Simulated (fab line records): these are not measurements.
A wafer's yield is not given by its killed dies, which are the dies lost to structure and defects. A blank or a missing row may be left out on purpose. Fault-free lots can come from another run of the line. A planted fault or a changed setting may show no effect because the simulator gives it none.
Which of the tools did it?	flow n5_finfet	Sampling: 12 lots, 32 wafers, 4 of 1938 route steps

WHAT THE GAUGES SHOWED, per wafer
N5_BEOL_M5_THK_MEAS_01.
lot	measured	on	M5_ILD_THK (nm)
L613	day 8 08:26	film_metro-01	117.6 120.0
L614	day 9 01:08	film_metro-01	119.7 121.3 120.1
L616	day 9 05:37	film_metro-01	120.1 119.9 121.4
L619	day 9 15:33	film_metro-01	121.3 120.1 119.9
L621	day 9 22:46	film_metro-01	123.1 125.4 124.9
L622	day 10 11:12	film_metro-01	119.2 123.5
L620	day 10 11:17	film_metro-02	119.1 122.0 122.6
L625	day 11 18:01	film_metro-02	120.5 123.3 122.4
L627	day 11 23:47	film_metro-02	120.3 121.7 119.6
L628	day 12 01:44	film_metro-01	121.3 86.6
L629	day 12 01:47	film_metro-01	84.8 86.0
L636	day 14 04:50	film_metro-02	116.7 119.2 120.6

WHICH TOOL RAN EACH LOT (tool, then ch and the chambers of the sampled wafers, then the start)
lot	N5_BEOL_M4_ANNEAL_93	N5_BEOL_M4_DEP_57	N5_BEOL_M5_ILD_DEP_00
L613	pvd_sputter-01, day 8 05:26	pecvd-04 ch 0,2, day 8 06:47	pecvd-02 ch 0,1, day 8 07:52
L614	pvd_sputter-03, day 8 22:09	pecvd-04 ch 0,1,2, day 8 23:29	pecvd-01 ch 0,2, day 9 00:34
L616	pvd_sputter-01, day 9 02:36	pecvd-04 ch 0,1,2, day 9 03:58	pecvd-02 ch 0,1,2, day 9 05:03
L619	pvd_sputter-01, day 9 12:30	pecvd-01 ch 0,1, day 9 13:51	pecvd-01 ch 0,1, day 9 14:57
L621	pvd_sputter-02, day 9 19:28	pecvd-03 ch 0,1,2, day 9 21:06	pecvd-03 ch 0,1, day 9 22:11
L622	pvd_sputter-02, day 10 07:43	pecvd-04 ch 0,2, day 10 09:04	pecvd-03 ch 0,2, day 10 10:08
L620	pvd_sputter-01, day 10 08:11	pecvd-04 ch 0,2, day 10 09:35	pecvd-02 ch 0,2, day 10 10:40
L625	pvd_sputter-02, day 11 15:01	pecvd-01 ch 0,1,2, day 11 16:22	pecvd-02 ch 0,1,2, day 11 17:27
L627	pvd_sputter-02, day 11 20:46	pecvd-03 ch 2, day 11 22:07	pecvd-02 ch 0,1,2, day 11 23:13
L628	pvd_sputter-02, day 11 22:42	pecvd-04 ch 0,1, day 12 00:05	pecvd-02 ch 0,2, day 12 01:11
L629	pvd_sputter-03, day 11 22:43	pecvd-01 ch 1,2, day 12 00:07	pecvd-02 ch 0,1, day 12 01:13
L636	pvd_sputter-03, day 14 01:20	pecvd-01 ch 0,1,2, day 14 02:41	pecvd-03 ch 0,1,2, day 14 03:47
- N5_BEOL_M4_ANNEAL_93: time 240 s.
- N5_BEOL_M4_DEP_57: deposits SiCN from 3MS/NH3, target thk 8 nm, time 14 s.
- N5_BEOL_M5_ILD_DEP_00: deposits SiCOH lowk from DEMS/porogen, target thk 140.64 nm, time 25.9 s.

WHAT THE TOOLS THEMSELVES READ (means of the sampled wafers that have a number; where no wafer has one, the mark that the record gives instead)
N5_BEOL_M4_ANNEAL_93.
lot	tool	heater_power_w (W)
L613	pvd_sputter-01	833
L614	pvd_sputter-03	941
L616	pvd_sputter-01	711
L619	pvd_sputter-01	803
L621	pvd_sputter-02	827
L622	pvd_sputter-02	757
L620	pvd_sputter-01	796
L625	pvd_sputter-02	768
L627	pvd_sputter-02	819
L628	pvd_sputter-02	824
L629	pvd_sputter-03	962
L636	pvd_sputter-03	920

N5_BEOL_M4_DEP_57.
lot	tool	showerhead_plenum_p_Torr (Torr)	throttle_valve_pct (%)
L613	pecvd-04	3.649	9.4
L614	pecvd-04	3.666	9.3
L616	pecvd-04	3.664	9.3
L619	pecvd-01	3.652	9.0
L621	pecvd-03	3.677	8.5
L622	pecvd-04	3.647	9.4
L620	pecvd-04	3.649	9.7
L625	pecvd-01	3.652	8.7
L627	pecvd-03	3.667	8.6
L628	pecvd-04	3.670	9.6
L629	pecvd-01	3.651	8.8
L636	pecvd-01	3.647	9.0

N5_BEOL_M5_ILD_DEP_00.
lot	tool	heater_power_w (W)	showerhead_plenum_p_Torr (Torr)	throttle_valve_pct (%)
L613	pecvd-02	297	5.739	14.1
L614	pecvd-01	322	5.727	13.7
L616	pecvd-02	304	5.733	13.8
L619	pecvd-01	275	5.726	14.0
L621	pecvd-03	275	5.759	13.3
L622	pecvd-03	286	5.759	13.2
L620	pecvd-02	324	5.725	14.3
L625	pecvd-02	304	5.724	13.9
L627	pecvd-02	302	5.730	14.0
L628	pecvd-02	292	5.721	13.9
L629	pecvd-02	302	5.742	14.2
L636	pecvd-03	257	5.755	13.1

THE ANSWER, worked out from the rows above alone
Rule: the usual values come from the lots themselves. The widest of any qualifying gaps counts: lots, ordered by their means at a reading, are off when they make up no more than a third of the lots, leave a main group of 4 or more, and stand apart from it by 3 or more times the standard deviation of that group's means. A main group is skipped when, at the precision printed for the reading in the tables above, its means are all equal. Also off: a lot with no number at a reading for which 4 or more lots have one. Any other lot the step has rows for is counted as sound. The gauges are gone through in route order, then the tools' own readings, and for those a lot's mean is taken as printed above. At the first step where some lot is off, the reading lying furthest off is the one used; lots without a number count as furthest.
Off: at N5_BEOL_M5_THK_MEAS_01 (M5_ILD_THK), L628, L629. The main group has a mean of 120.9 nm with a standard deviation of 1.5.
If a tool, at a process step before that reading, ran all the lots that are off and no sound lot after the first of them, it fits. Those tools and the gauges at N5_BEOL_M5_THK_MEAS_01 are tried in the same way. Can't be told from this: 2 tools fit, pecvd-02 at N5_BEOL_M5_ILD_DEP_00, film_metro-01 at N5_BEOL_M5_THK_MEAS_01.

WHAT HAD BEEN PUT IN BY THE SIMULATOR
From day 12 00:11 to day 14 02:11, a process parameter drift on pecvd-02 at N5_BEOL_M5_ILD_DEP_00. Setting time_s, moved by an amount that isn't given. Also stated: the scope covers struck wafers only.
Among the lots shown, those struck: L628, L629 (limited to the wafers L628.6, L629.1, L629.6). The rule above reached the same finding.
